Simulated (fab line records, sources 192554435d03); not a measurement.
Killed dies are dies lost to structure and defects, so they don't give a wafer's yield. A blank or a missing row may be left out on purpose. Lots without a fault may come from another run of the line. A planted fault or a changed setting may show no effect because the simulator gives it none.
Problem report in the 8D (eight disciplines) form, filled by code | flow n5_finfet | the parts of the form that need people (team, actions taken, sign-off) are left out

1. THE PROBLEM
rf_fwd_power_W at N5_BEOL_M11_VIA_ETCH_34 reads a mean of 424.7 W on 1 wafer of 1 lot; wafers without a fault read 341.7 W with a standard deviation of 1.4. That is +59 standard deviations from the usual mean.
The step: etches SiCOH lowk in C4F6/O2, target depth 184.5 nm, time 69.2 s.
First seen on wafer L778.2, day 11 20:12, on rie_diel-03. The record holds 15 wafers of 5 lots with a number at this step. Rule for "out", or "out of limits": more than 4 standard deviations from the usual mean. The other wafers with a number count as sound.

2. WHAT IT IS AND WHAT IT IS NOT
question                    | is                       | is not
which readings at this step | rf_fwd_power_W, rf_vpp_V | drypump_motor_current_A, oes_product_au, showerhead_plenum_p_Torr, throttle_valve_pct
which lots                  | L778                     | L777, L792, L793, L794
which wafers of those lots  | L778.2                   | L778.3, L778.5
read on which tools         | rie_diel-03              | rie_diel-01
when                        | from day 11 20:12        | up to then (2 sound wafers); but 12 sound wafers of L777, L792, L793, L794 came after

3. SUSPECTS, AND WHAT RULES EACH OUT
Counting: a tool at a process step up to the reading stays a suspect if it ran every lot that is out. Sound lots after the first of them don't rule it out here, since some wafers of a struck lot are sound.
- rie_diel-03 at N5_BEOL_M11_DESCUM_33 (chemistry O2, time 7.9 s): kept. It ran the lot that is out, L778 (day 11 19:59).
- rie_diel-03 at N5_BEOL_M11_ETCH_65 (etches SiARC in CF4, target depth 39 nm, time 65 s): kept. It ran the lot that is out, L778 (day 11 20:02).
- rie_diel-03 at N5_BEOL_M11_ETCH_66 (etches SOC in N2/H2, target depth 120 nm, overetch 24 nm, time 180 s): kept. It ran the lot that is out, L778 (day 11 20:05).
- rie_diel-03 at N5_BEOL_M11_VIA_ETCH_34 (etches SiCOH lowk in C4F6/O2, target depth 184.5 nm, time 69.2 s): kept. It ran the lot that is out, L778 (day 11 20:12). Its own readings are out on those wafers: rf_fwd_power_W, rf_vpp_V.
- Within rie_diel-03 at N5_BEOL_M11_DESCUM_33: the wafers that are out ran in chamber 1; their sound lot-mates ran in chamber 2.
- Within rie_diel-03 at N5_BEOL_M11_ETCH_65: the wafers that are out ran in chamber 1; their sound lot-mates ran in chamber 2.
- Within rie_diel-03 at N5_BEOL_M11_ETCH_66: the wafers that are out ran in chamber 1; their sound lot-mates ran in chamber 2.
- Within rie_diel-03 at N5_BEOL_M11_VIA_ETCH_34: the wafers that are out ran in chamber 1; their sound lot-mates ran in chamber 2.
Left after counting: rie_diel-03 at N5_BEOL_M11_DESCUM_33, rie_diel-03 at N5_BEOL_M11_ETCH_65, rie_diel-03 at N5_BEOL_M11_ETCH_66, rie_diel-03 at N5_BEOL_M11_VIA_ETCH_34.

4. THE CAUSE (what the simulator had put in)
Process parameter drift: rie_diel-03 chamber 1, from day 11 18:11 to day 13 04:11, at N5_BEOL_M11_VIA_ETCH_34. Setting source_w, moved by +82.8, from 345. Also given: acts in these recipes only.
Counting left 4 suspects, and this tool is among them.

5. THE CHAIN OF EFFECTS, in route order
Each row: a reading whose mean over the struck wafers that have a number lies more than 3 standard deviations from the usual. Only readings for which the record gives a usual standard deviation are gone through. hours: the time from each lot's start at the first step in this table that gives one to its start at this step, as a median over the lots. sigmas: the change in usual standard deviations.
hours | step                    | reading        | usual   | on struck wafers | change | sigmas
0     | N5_BEOL_M11_VIA_ETCH_34 | rf_fwd_power_W | 341.7 W | 424.7            | +83.0  | +59
0     | N5_BEOL_M11_VIA_ETCH_34 | rf_vpp_V       | 666 V   | 602              | -64    | -11
The process steps in it:
- N5_BEOL_M11_VIA_ETCH_34: etches SiCOH lowk in C4F6/O2, target depth 184.5 nm, time 69.2 s.

6. WHAT WOULD HAVE CAUGHT IT SOONER
In this record the first reading out of limits was taken at day 11 20:12, 2 hours after the fault began at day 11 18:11.
